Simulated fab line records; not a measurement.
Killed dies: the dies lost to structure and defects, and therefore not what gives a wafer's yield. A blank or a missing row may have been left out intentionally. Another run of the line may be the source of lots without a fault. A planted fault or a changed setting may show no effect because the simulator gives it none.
Which tool is to blame?    flow nand harc    24 lots, 72 wafers sampled, at 6 steps of a route of 1302

== WHAT THE GAUGES SHOWED, per wafer ==
NHARC_A_BONDPAD_THK_MEAS_30: measures by ellipsometry.
lot   measured      on             thk nm (nm)
L076  day 23 09:19  film metro-01  201.6 199.4 199.7
L074  day 23 10:16  film metro-01  204.9 198.3 204.3
L075  day 23 12:24  film metro-02  205.3 203.6 200.3
L077  day 24 20:20  film metro-02  199.2 198.7 199.3
L079  day 24 22:47  film metro-01  201.1 198.7 199.6
L078  day 25 01:27  film metro-02  197.6 198.1 196.9
L080  day 25 17:55  film metro-02  199.7 197.5 197.1
L081  day 26 16:42  film metro-02  200.8 198.4 200.2
L083  day 26 23:51  film metro-01  201.7 203.0 201.8
L082  day 27 00:14  film metro-02  198.0 198.7 198.9
L084  day 27 00:39  film metro-02  198.8 198.9 198.6
L085  day 27 13:32  film metro-01  198.3 197.7 197.8
L086  day 27 15:35  film metro-01  202.6 198.9 197.4
L088  day 28 16:04  film metro-02  199.6 195.5 197.0
L089  day 28 17:55  film metro-01  200.3 199.2 204.8
L087  day 28 23:27  film metro-01  195.4 199.2 197.9
L091  day 30 07:57  film metro-01  199.6 201.6 199.8
L092  day 30 10:43  film metro-01  201.1 197.9 199.3
L090  day 30 15:09  film metro-02  202.3 203.3 202.0
L093  day 31 01:11  film metro-01  201.6 200.4 198.5
L097  day 32 04:38  film metro-02  198.9 202.8 202.3
L094  day 32 09:47  film metro-02  202.4 203.0 200.0
L095  day 32 10:17  film metro-02  200.3 199.1 200.3
L096  day 32 15:41  film metro-02  201.5 200.9 200.1

NHARC_A_BONDPAD_CD_MEAS_13.
lot   measured      on         cd nm (nm)
L076  day 23 10:24  cd sem-02  504 503 499
L074  day 23 11:25  cd sem-03  506 502 505
L075  day 23 13:23  cd sem-02  498 498 501
L077  day 24 21:20  cd sem-03  495 495 498
L079  day 24 23:55  cd sem-02  499 500 499
L078  day 25 02:28  cd sem-03  498 497 501
L080  day 25 19:00  cd sem-02  499 500 499
L081  day 26 17:40  cd sem-03  497 498 497
L083  day 27 00:57  cd sem-03  504 504 501
L082  day 27 01:20  cd sem-03  505 506 502
L084  day 27 01:44  cd sem-01  499 500 491
L085  day 27 15:10  cd sem-02  497 498 497
L086  day 27 16:41  cd sem-03  502 504 504
L088  day 28 17:02  cd sem-03  498 497 497
L089  day 28 19:01  cd sem-02  503 496 494
L087  day 29 00:33  cd sem-03  497 500 499
L091  day 30 09:02  cd sem-02  499 496 498
L092  day 30 11:44  cd sem-01  495 498 498
L090  day 30 16:15  cd sem-03  502 505 502
L093  day 31 02:09  cd sem-01  500 498 500
L097  day 32 05:44  cd sem-01  504 505 504
L094  day 32 10:53  cd sem-02  501 500 497
L095  day 32 11:23  cd sem-02  500 501 499
L096  day 32 16:47  cd sem-02  497 494 497

NHARC_THIN_TSV_THK_MEAS_02: measures by ir.
lot   measured      on             thk nm (nm)
L076  day 24 01:53  film metro-01  3103 2978 2775
L074  day 24 00:43  film metro-02  3067 3159 3040
L075  day 24 05:02  film metro-02  3070 3084 3359
L077  day 25 13:00  film metro-01  2895 2967 2942
L079  day 25 11:47  film metro-02  2666 2649 2716
L078  day 25 16:46  film metro-01  3165 3394 3338
L080  day 26 09:42  film metro-01  3569 3345 3318
L081  day 27 07:14  film metro-01  3245 3234 2908
L083  day 27 14:21  film metro-01  2824 2766 2641
L082  day 27 15:34  film metro-02  2946 2902 2915
L084  day 27 16:46  film metro-01  3301 3264 3152
L085  day 28 05:53  film metro-02  2686 3001 2849
L086  day 28 04:42  film metro-02  2584 3095 3042
L088  day 29 06:50  film metro-02  3153 3101 3301
L089  day 29 08:02  film metro-01  3204 3194 3057
L087  day 29 15:29  film metro-02  3128 3219 2903
L091  day 31 03:01  film metro-02  3021 3029 2822
L092  day 31 01:49  film metro-02  2618 2677 2578
L090  day 31 06:08  film metro-02  3171 2888 2911
L093  day 32 01:29  film metro-01  3031 3226 2989
L097  day 32 19:09  film metro-01  2885 3378 3170
L094  day 33 00:02  film metro-01  2957 2776 3093
L095  day 33 01:14  film metro-01  2854 2896 2772
L096  day 33 08:56  film metro-01  3051 2587 3082

NHARC_THIN_TSV_CD_MEAS_12: target cd 1000 nm.
lot   measured      on         cd nm (nm)
L076  day 24 02:57  cd sem-02  1002.7 1000.8 999.0
L074  day 24 01:53  cd sem-01  1004.6 1004.4 1006.5
L075  day 24 06:05  cd sem-03  996.1 1003.1 1002.4
L077  day 25 14:04  cd sem-01  999.0 1004.1 1003.8
L079  day 25 12:43  cd sem-01  1001.0 999.8 994.1
L078  day 25 17:41  cd sem-02  999.1 994.3 998.4
L080  day 26 10:45  cd sem-01  997.5 998.0 998.2
L081  day 27 08:09  cd sem-01  1000.3 1003.8 1005.0
L083  day 27 15:17  cd sem-02  1001.9 1002.0 999.6
L082  day 27 16:29  cd sem-02  1000.1 998.8 1002.0
L084  day 27 17:50  cd sem-02  999.9 998.3 1000.2
L085  day 28 06:59  cd sem-01  1000.2 995.8 993.5
L086  day 28 05:49  cd sem-01  999.7 1000.8 998.9
L088  day 29 07:56  cd sem-02  1002.7 999.8 996.2
L089  day 29 09:00  cd sem-03  1002.8 1005.3 999.8
L087  day 29 16:25  cd sem-03  1001.7 1001.2 1005.1
L091  day 31 04:04  cd sem-03  997.9 997.6 998.2
L092  day 31 02:52  cd sem-02  996.8 1000.3 998.3
L090  day 31 07:05  cd sem-02  1002.4 1004.6 1005.4
L093  day 32 02:32  cd sem-02  1006.8 1002.9 1004.5
L097  day 32 20:13  cd sem-03  995.0 1001.9 999.3
L094  day 33 00:57  cd sem-01  1000.9 1000.2 998.4
L095  day 33 02:19  cd sem-03  998.6 998.6 999.6
L096  day 33 10:02  cd sem-03  999.9 999.9 1000.7

== EACH LOT AND THE TOOL THAT RAN IT (in order: tool; ch and the chambers of the sampled wafers; start) ==
lot   NHARC_A_BONDPAD_DEP_00                      NHARC_A_BONDPAD_DEGAS_25
L076  pecvd-02 ch 0,1,2, day 23 08:42             pvd sputter-03, day 23 11:02
L074  pecvd-01 ch 0,1,2, day 23 09:40             pvd sputter-03, day 23 12:04
L075  pecvd-01 ch 0,2, day 23 11:44               pvd sputter-01, day 23 14:01
L077  pecvd-03 ch 0,1, day 24 19:43               pvd sputter-03, day 24 22:01
L079  pecvd-02 ch 0,1, day 24 22:10               pvd sputter-03, day 25 00:34
L078  pecvd-03 ch 0,2, day 25 01:27 or earlier    pvd sputter-01, day 25 03:05
L080  pecvd-01 ch 1,2, day 25 17:17               pvd sputter-01, day 25 19:40
L081  pecvd-02 ch 0,1,2, day 26 16:05             pvd sputter-01, day 26 18:19
L083  pecvd-01 ch 0,1,2, day 26 23:51 or earlier  pvd sputter-03, day 27 01:34
L082  pecvd-02 ch 0,1,2, day 26 23:35             pvd sputter-02, day 27 01:58
L084  pecvd-01 ch 1,2, day 26 23:59               pvd sputter-01, day 27 02:22
L085  pecvd-02 ch 0,1,2, day 27 13:01             pvd sputter-01, day 27 15:52
L086  pecvd-01 ch 0,1,2, day 27 14:58             pvd sputter-01, day 27 17:22
L088  pecvd-01 ch 0,1,2, day 28 15:26             pvd sputter-01, day 28 17:41
L089  pecvd-01 ch 1,2, day 28 17:18               pvd sputter-03, day 28 19:40
L087  pecvd-03 ch 0,1, day 28 23:27 or earlier    pvd sputter-03, day 29 01:14
L091  pecvd-03 ch 0,2, day 30 07:17               pvd sputter-01, day 30 09:43
L092  pecvd-01 ch 0,1,2, day 30 10:07             pvd sputter-02, day 30 12:22
L090  pecvd-03 ch 0,1,2, day 30 14:38             pvd sputter-01, day 30 16:53
L093  pecvd-01 ch 0,1, day 31 01:11 or earlier    pvd sputter-01, day 31 02:47
L097  pecvd-02 ch 0,1,2, day 32 03:59             pvd sputter-03, day 32 06:22
L094  pecvd-02 ch 1,2, day 32 09:08               pvd sputter-01, day 32 11:32
L095  pecvd-01 ch 0,2, day 32 09:38               pvd sputter-03, day 32 12:01
L096  pecvd-01 ch 1,2, day 32 15:01               pvd sputter-03, day 32 17:26
- NHARC_A_BONDPAD_DEP_00: deposits SiCN, target thk 250 nm.
- NHARC_A_BONDPAD_DEGAS_25: time 60 s.

== AS READ BY THE TOOLS THEMSELVES (means over the sampled wafers that have a number; for cases with no such wafer, the mark the record gives instead) ==
NHARC_A_BONDPAD_DEP_00.
lot   tool      heater power w (W)
L076  pecvd-02  547
L074  pecvd-01  603
L075  pecvd-01  611
L077  pecvd-03  548
L079  pecvd-02  529
L078  pecvd-03  520
L080  pecvd-01  611
L081  pecvd-02  529
L083  pecvd-01  599
L082  pecvd-02  539
L084  pecvd-01  544
L085  pecvd-02  569
L086  pecvd-01  603
L088  pecvd-01  600
L089  pecvd-01  583
L087  pecvd-03  531
L091  pecvd-03  526
L092  pecvd-01  585
L090  pecvd-03  524
L093  pecvd-01  599
L097  pecvd-02  561
L094  pecvd-02  480
L095  pecvd-01  620
L096  pecvd-01  624

NHARC_A_BONDPAD_DEGAS_25.
lot   tool            heater power w (W)
L076  pvd sputter-03  423
L074  pvd sputter-03  470
L075  pvd sputter-01  445
L077  pvd sputter-03  453
L079  pvd sputter-03  425
L078  pvd sputter-01  443
L080  pvd sputter-01  442
L081  pvd sputter-01  434
L083  pvd sputter-03  410
L082  pvd sputter-02  493
L084  pvd sputter-01  442
L085  pvd sputter-01  444
L086  pvd sputter-01  452
L088  pvd sputter-01  447
L089  pvd sputter-03  445
L087  pvd sputter-03  446
L091  pvd sputter-01  460
L092  pvd sputter-02  449
L090  pvd sputter-01  433
L093  pvd sputter-01  429
L097  pvd sputter-03  464
L094  pvd sputter-01  434
L095  pvd sputter-03  482
L096  pvd sputter-03  424

== THE ANSWER, worked out from the rows above alone ==
Rule: usual is defined by the lots themselves. The widest of any qualifying gaps counts: lots, ordered by their means at a reading, are off when they make up no more than a third of the lots, leave a main group of 4 or more, and stand apart from it by 3 or more times the standard deviation of that group's means. A main group is skipped when, at the precision printed for the reading in the tables above, its means are all equal. A lot without any number at a reading at which 4 lots or more have one is off too. All remaining lots with rows at the step are treated as sound. Order of review: gauges by route order, followed by the tools' own readings, for which a lot's mean as printed above is used. The first step at which some lot is off is used, and at that step the reading that is off furthest; a lot without a number counts as furthest.
Across all readings shown, no lot is off: no conclusion can be drawn from this.

== WHAT THE SIMULATOR HAD INSERTED ==
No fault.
